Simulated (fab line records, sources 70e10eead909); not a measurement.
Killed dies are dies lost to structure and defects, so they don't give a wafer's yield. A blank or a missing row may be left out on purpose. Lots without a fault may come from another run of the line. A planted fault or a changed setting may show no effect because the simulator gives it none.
Tool commonality check | flow nand_harc | 12 lots, 36 wafers sampled

WHY IT WAS OPENED
At NHARC_P_GATE_CD_MEAS_26 the reading cd_nm is flagged on 2 of 12 lots. Wafers without a fault read 120.3 nm, standard deviation 0.7.
Rule: a lot is flagged when every wafer of it that has a number lies more than 4 standard deviations from that mean, or none has a number. The other lots count as sound.

lot  | measured     | on        | cd_nm (nm), wafer by wafer | flag
L829 | day 4 21:43  | cd_sem-03 | 120.0 120.7 119.7          |
L831 | day 6 07:19  | cd_sem-01 | 120.8 120.1 120.6          |
L833 | day 6 16:16  | cd_sem-01 | 121.6 120.2 121.0          |
L834 | day 7 07:17  | cd_sem-03 | 119.7 120.8 119.9          |
L838 | day 8 14:50  | cd_sem-03 | 119.1 120.3 119.5          |
L837 | day 8 15:21  | cd_sem-03 | 118.9 120.1 119.5          |
L841 | day 10 00:44 | cd_sem-03 | 128.3 129.1 129.5          | FLAGGED
L843 | day 11 02:43 | cd_sem-02 | 121.3 122.1 120.4          |
L842 | day 11 03:07 | cd_sem-01 | 129.9 130.0 128.8          | FLAGGED
L845 | day 11 17:38 | cd_sem-03 | 119.4 120.5 120.9          |
L846 | day 12 04:34 | cd_sem-01 | 120.0 120.7 120.1          |
L850 | day 14 02:17 | cd_sem-01 | 121.8 121.1 120.9          |
The numbers of the flagged lots are 129.3 nm on average: +9.0 nm against the usual, or +13 standard deviations.

WHICH TOOL RAN EACH LOT
The record holds 3 process steps before the reading, out of a route of 1302 steps. In each cell: the tool, then ch and the chambers that the sampled wafers went through, then the start.
lot  | flag    | NHARC_P_STI_ETCH_42                | NHARC_P_STI_CMP_21            | NHARC_P_GATE_PEB_24
L829 |         | rie_diel-06 ch 0,2,3, day 2 19:52  | cmp-04 ch 0,3, day 3 13:46    | litho_track-01 ch 0, day 4 21:38
L831 |         | rie_diel-06 ch 1,2, day 3 16:26    | cmp-02 ch 0,1,3, day 4 12:14  | litho_track-01 ch 0, day 6 07:14
L833 |         | rie_diel-06 ch 0,1,3, day 4 11:35  | cmp-04 ch 1,2,3, day 5 06:31  | litho_track-06 ch 0, day 6 16:11
L834 |         | rie_diel-11 ch 0,1,2, day 4 21:59  | cmp-03 ch 0,1,2, day 5 17:14  | litho_track-04 ch 0, day 7 07:13
L838 |         | rie_diel-01 ch 0,1, day 6 11:49    | cmp-02 ch 1,2, day 7 05:30    | litho_track-01 ch 0, day 8 14:46
L837 |         | rie_diel-11 ch 0,1,3, day 6 11:39  | cmp-03 ch 0,1,3, day 7 05:32  | litho_track-01 ch 0, day 8 15:16
L841 | FLAGGED | rie_diel-06 ch 0,1,2, day 7 18:52  | cmp-04 ch 0,3, day 8 13:27    | litho_track-01 ch 0, day 10 00:40
L843 |         | rie_diel-11 ch 0,1,3, day 8 15:57  | cmp-02 ch 0,3, day 9 15:37    | litho_track-06 ch 0, day 11 02:38
L842 | FLAGGED | rie_diel-11 ch 1,2,3, day 8 08:45  | cmp-03 ch 1,2,3, day 9 15:37  | litho_track-01 ch 0, day 11 03:02
L845 |         | rie_diel-01 ch 0,2,3, day 9 10:52  | cmp-04 ch 0,1,2, day 10 05:26 | litho_track-06 ch 0, day 11 17:33
L846 |         | rie_diel-11 ch 2,3, day 9 20:52    | cmp-03 ch 2,3, day 10 18:28   | litho_track-06 ch 0, day 12 04:29
L850 |         | rie_diel-06 ch 0,2,3, day 11 18:08 | cmp-03 ch 1,2,3, day 12 14:22 | litho_track-04 ch 0, day 14 02:12
What these steps do:
- NHARC_P_STI_ETCH_42: etches the open film in N2/H2, target depth 80 nm, overetch 24 nm, time 61 s.
- NHARC_P_STI_CMP_21: polishes, t overpolish 20 s, target thk 380.67 nm.
- NHARC_P_GATE_PEB_24: peb time 65 s.
- NHARC_P_GATE_CD_MEAS_26: target cd 120 nm.

FLAGGED OVER TOTAL, TOOL BY TOOL (the gauges that took the reading come last)
step                    | tool           | lots run | flagged | share of the flagged lots | sound lots run after its first flagged lot
NHARC_P_STI_ETCH_42     | rie_diel-01    | 2        | 0       | none                      | -
NHARC_P_STI_ETCH_42     | rie_diel-06    | 5        | 1       | some                      | 1 (L850)
NHARC_P_STI_ETCH_42     | rie_diel-11    | 5        | 1       | some                      | 2 (L843,L846)
NHARC_P_STI_CMP_21      | cmp-02         | 3        | 0       | none                      | -
NHARC_P_STI_CMP_21      | cmp-03         | 5        | 1       | some                      | 2 (L846,L850)
NHARC_P_STI_CMP_21      | cmp-04         | 4        | 1       | some                      | 1 (L845)
NHARC_P_GATE_PEB_24     | litho_track-01 | 6        | 2       | all                       | 0
NHARC_P_GATE_PEB_24     | litho_track-04 | 2        | 0       | none                      | -
NHARC_P_GATE_PEB_24     | litho_track-06 | 4        | 0       | none                      | -
NHARC_P_GATE_CD_MEAS_26 | cd_sem-01      | 5        | 1       | some                      | 2 (L846,L850)
NHARC_P_GATE_CD_MEAS_26 | cd_sem-02      | 1        | 0       | none                      | -
NHARC_P_GATE_CD_MEAS_26 | cd_sem-03      | 6        | 1       | some                      | 1 (L845)

WHAT THE TABLE ALLOWS
1 row of the table ran every flagged lot: litho_track-01 at NHARC_P_GATE_PEB_24.
- litho_track-01 at NHARC_P_GATE_PEB_24: 2 of its 6 lots flagged. Its last sound lot is L837 (day 8 15:16), its first flagged lot L841 (day 10 00:40): a fault that began between those two fits. Its own readings lie more than 4 standard deviations out on every wafer of the flagged lots: heater_power_total_W, plate_temp_C.
One tool is left: litho_track-01 at NHARC_P_GATE_PEB_24.

WHAT THE SIMULATOR HAD PUT IN
Process parameter drift: litho_track-01, from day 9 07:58 on, at NHARC_P_GATE_PEB_24. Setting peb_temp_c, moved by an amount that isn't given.
Lots struck among those shown: L841, L842. The rule above found the same.
